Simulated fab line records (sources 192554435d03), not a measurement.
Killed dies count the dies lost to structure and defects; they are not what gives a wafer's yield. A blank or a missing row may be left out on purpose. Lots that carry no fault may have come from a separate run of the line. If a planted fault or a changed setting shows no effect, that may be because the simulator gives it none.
Split-lot experiment    flow n5 finfet    39 wafers read from 7 lots, route of 1938 steps

ABOUT THE SPLIT
At N5_BEOL_M6_ILD_DEP_00 (deposits SiCOH lowk from DEMS/porogen, target thk 179.75 nm, time 33.4 s), the setting time s was moved away from the recipe's 33.4 s on 6 of the 39 wafers read, by -30.5% to +39.1%. For the rest of the wafers, this setting stayed at what the recipe calls for.

FROM SPLIT TO READING: 1 step shown by the file between the two
- N5_BEOL_M6_CURE_74: cures SiCOH lowk, time 240 s

THE READING
Values of M6_ILD_THK in nm from N5_BEOL_M6_THK_MEAS_01. On this fab line, fault-free wafers typically give 153.3 nm with a standard deviation of 2.5 nm.

wafer   tool, chamber at the split  time s as run, s  against the recipe  M6_ILD_THK, nm  against lot-mates on the recipe
L076.1  pecvd-03, 2                 33.4              recipe              152.1           -
L076.2  pecvd-03, 0,1               33.4              recipe              150.5           -
L076.3  pecvd-03, 0,1               33.4              recipe              150.5           -
L076.4  pecvd-03, 2                 33.4              recipe              155.2           -
L076.5  pecvd-03, 0                 33.4              recipe              154.1           -
L076.6  pecvd-03, 1                 33.4              recipe              153.8           -
L078.1  pecvd-03, 2                 33.4              recipe              154.6           -
L078.2  pecvd-03, 0                 33.4              recipe              152.4           -
L078.3  pecvd-03, 1                 33.4              recipe              153.5           -
L078.4  pecvd-03, 0                 33.4              recipe              154.6           -
L078.5  pecvd-03, 1                 33.4              recipe              156.2           -
L078.6  pecvd-03, 2                 33.4              recipe              155.2           -
L081.1  pecvd-04, 2                 33.4              recipe              154.2           -
L081.2  pecvd-04, 0                 33.4              recipe              154.2           -
L081.3  pecvd-04, 1                 33.4              recipe              149.4           -
L081.4  pecvd-04, 2                 33.4              recipe              158.3           -
L081.5  pecvd-04, 0                 33.4              recipe              156.0           -
L081.6  pecvd-04, 1                 33.4              recipe              152.5           -
L084.1  pecvd-03, 1                 33.4              recipe              151.8           -
L084.2  pecvd-03, 2                 33.4              recipe              155.2           -
L084.3  pecvd-03, 0                 33.4              recipe              150.8           -
L084.4  pecvd-03, 0                 23.2              -30.5%              106.8           -45.8
L084.5  pecvd-03, 2                 23.2              -30.5%              111.4           -41.2
L084.6  pecvd-03, 1                 23.2              -30.5%              108.3           -44.3
L089.1  pecvd-01, 2                 46.47             +39.1%              211.4           +57.3
L089.2  pecvd-01, 0                 46.47             +39.1%              209.7           +55.6
L089.3  pecvd-01, 1                 33.4              recipe              152.6           -
L089.4  pecvd-01, 1                 46.47             +39.1%              216.0           +61.9
L089.5  pecvd-01, 0                 33.4              recipe              154.3           -
L089.6  pecvd-01, 2                 33.4              recipe              155.3           -
L091.1  pecvd-03, 2                 33.4              recipe              152.8           -
L091.2  pecvd-03, 1                 33.4              recipe              148.3           -
L091.3  pecvd-03, 2                 33.4              recipe              154.2           -
L091.4  pecvd-03, 1                 33.4              recipe              150.3           -
L091.5  pecvd-03, 1                 33.4              recipe              150.2           -
L091.6  pecvd-03, 2                 33.4              recipe              153.6           -
L092.1  pecvd-03, 1                 33.4              recipe              151.2           -
L092.2  pecvd-03, 2                 33.4              recipe              155.4           -
L092.6  pecvd-03, 2                 33.4              recipe              156.2           -
When a row names more than one chamber, that row covers several wafers, and the file does not tell which wafer ran in which chamber.

THE FIT
A straight line over all 39 wafers: M6_ILD_THK changes by +1.49 nm for each +1% of time s; r = +0.99; the points scatter about the line by 2.3 nm.
The same after taking each lot's own level away (the mean of its wafers on the recipe; 39 wafers): +1.47 nm for each +1%; r = +0.99; scatter 2.1 nm.
The reading moves by 57 nm for the largest change in time s, on that fit.
The lots' own levels span 151.57 to 154.42 nm, that is 1.1 times the standard deviation above.
Hence the lot-to-lot level has little effect on the slope; both slopes agree.
Check: with one of the wafers moved furthest among these (+39.1%) left out of the fit, the line predicts +57.7 nm for it against its lot-mates. It came out at +57.3 nm against them.

THE WHOLE CHAIN: every reading that the file lists as answering this split, in the file's order
step                    what it does                                                              reading                                                                                   change (the file's fit)               r (the file's)
N5_BEOL_M6_ILD_DEP_00   deposits SiCOH lowk from DEMS/porogen, target thk 179.75 nm, time 33.4 s  SiCOH_lowk_of_BEOL_M6_ILD_DEP_00.thk nm (the simulator's own value, which no gauge read)  +1.69 nm for each +1% of the setting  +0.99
N5_BEOL_M6_CURE_74      cures SiCOH lowk, time 240 s                                              SiCOH_lowk_of_BEOL_M6_ILD_DEP_00.thk nm (the simulator's own value, which no gauge read)  +1.47 nm for each +1% of the setting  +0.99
N5_BEOL_M6_THK_MEAS_01                                                                            M6_ILD_THK                                                                                +1.47 for each +1% of the setting     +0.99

FILE'S OWN FIT
M6_ILD_THK changes by +1.47 nm for each +1% of time s, r = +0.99.
